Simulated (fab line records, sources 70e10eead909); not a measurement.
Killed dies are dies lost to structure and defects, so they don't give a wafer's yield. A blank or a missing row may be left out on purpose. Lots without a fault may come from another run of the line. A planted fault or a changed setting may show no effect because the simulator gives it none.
Which tool did it? | flow nand_harc | 24 lots, 72 wafers sampled, at 1 step of a route of 1159

WHAT THE GAUGES READ, wafer by wafer
NHARC_A_CONTACT_OVL_MEAS_70.
lot  | measured     | on         | overlay_x_nm (nm) | overlay_y_nm (nm)
L074 | day 16 20:32 | overlay-02 | 0.1 -0.1 -0.1     | -0.1 -0.2 -0.4
L076 | day 17 01:37 | overlay-02 | 0.4 0.1 -0.4      | -0.7 0.0 -0.5
L075 | day 17 04:25 | overlay-02 | -1.3 -1.5 -1.7    | 0.5 0.8 0.4
L077 | day 17 20:31 | overlay-01 | -0.5 -0.4 -0.6    | 0.2 0.2 0.6
L079 | day 17 22:56 | overlay-02 | 0.2 0.3 0.1       | 0.3 0.3 0.4
L078 | day 18 02:10 | overlay-01 | 0.4 -0.3 -0.2     | 0.1 0.1 -0.1
L082 | day 18 16:14 | overlay-01 | -1.4 -1.5 -2.2    | -1.8 -1.5 -1.4
L081 | day 18 18:13 | overlay-01 | 0.2 0.0 0.3       | 0.2 0.5 0.2
L080 | day 18 22:24 | overlay-01 | 0.3 0.8 0.4       | -0.5 -0.4 -0.6
L083 | day 19 01:23 | overlay-02 | 0.5 0.5 0.4       | -1.2 -1.0 -0.6
L084 | day 19 04:35 | overlay-01 | -0.9 -0.4 -0.6    | 1.2 0.4 0.5
L087 | day 19 13:32 | overlay-01 | -0.5 -0.8 -0.1    | -1.1 -1.5 -1.0
L088 | day 19 14:22 | overlay-02 | -0.8 0.4 -0.1     | 0.4 0.8 0.3
L086 | day 19 19:12 | overlay-02 | 2.0 1.4 1.8       | -0.4 -1.4 -0.7
L085 | day 20 00:16 | overlay-02 | 0.8 1.1 0.0       | -0.8 -0.4 -1.1
L089 | day 20 05:07 | overlay-01 | 0.5 0.5 0.7       | -0.6 -0.4 0.0
L090 | day 20 10:40 | overlay-02 | -1.5 -1.1 -0.6    | 0.6 0.6 0.1
L091 | day 20 10:50 | overlay-01 | 1.2 1.4 1.3       | 0.6 0.4 0.4
L092 | day 20 20:31 | overlay-01 | 0.1 0.1 0.8       | -0.4 0.1 -0.2
L093 | day 21 08:08 | overlay-02 | 0.1 0.3 0.0       | -2.0 -2.6 -2.3
L094 | day 21 09:22 | overlay-01 | -0.1 0.0 0.0      | -1.7 -1.3 -1.4
L095 | day 21 13:08 | overlay-01 | 0.0 0.4 0.3       | -0.2 0.1 0.4
L096 | day 21 14:11 | overlay-02 | -1.6 -1.4 -1.2    | 1.4 1.3 1.1
L097 | day 22 21:26 | overlay-02 | 0.5 0.6 0.7       | 0.5 0.0 0.3

WHICH TOOL RAN EACH LOT (tool, then ch and the chambers of the sampled wafers, then the start)
The record holds no process step before these readings.

WHAT THE TOOLS THEMSELVES READ (means of the sampled wafers that have a number; where no wafer has one, the mark that the record gives instead)
The record holds no such reading with a usual standard deviation.

THE ANSWER, worked out from the rows above alone
Rule: what is usual is taken from the lots themselves. Put in order of their means at a reading, lots are off if they are a third of the lots or fewer, leave a main group of 4 or more, and stand apart from it by a gap of 3 or more times the standard deviation of the main group's means; of several such gaps the widest counts. A main group whose means are all the same, to the digits that the tables above print for the reading, isn't used. A lot without any number at a reading at which 4 lots or more have one is off too. The other lots that the step has rows for count as sound. The gauges are gone through in route order, then the tools' own readings, and for those a lot's mean is taken as printed above. The first step at which some lot is off is used, and at that step the reading that is off furthest; a lot without a number counts as furthest.
No lot is off at any reading shown: from this, nothing can be told.

WHAT THE SIMULATOR HAD PUT IN
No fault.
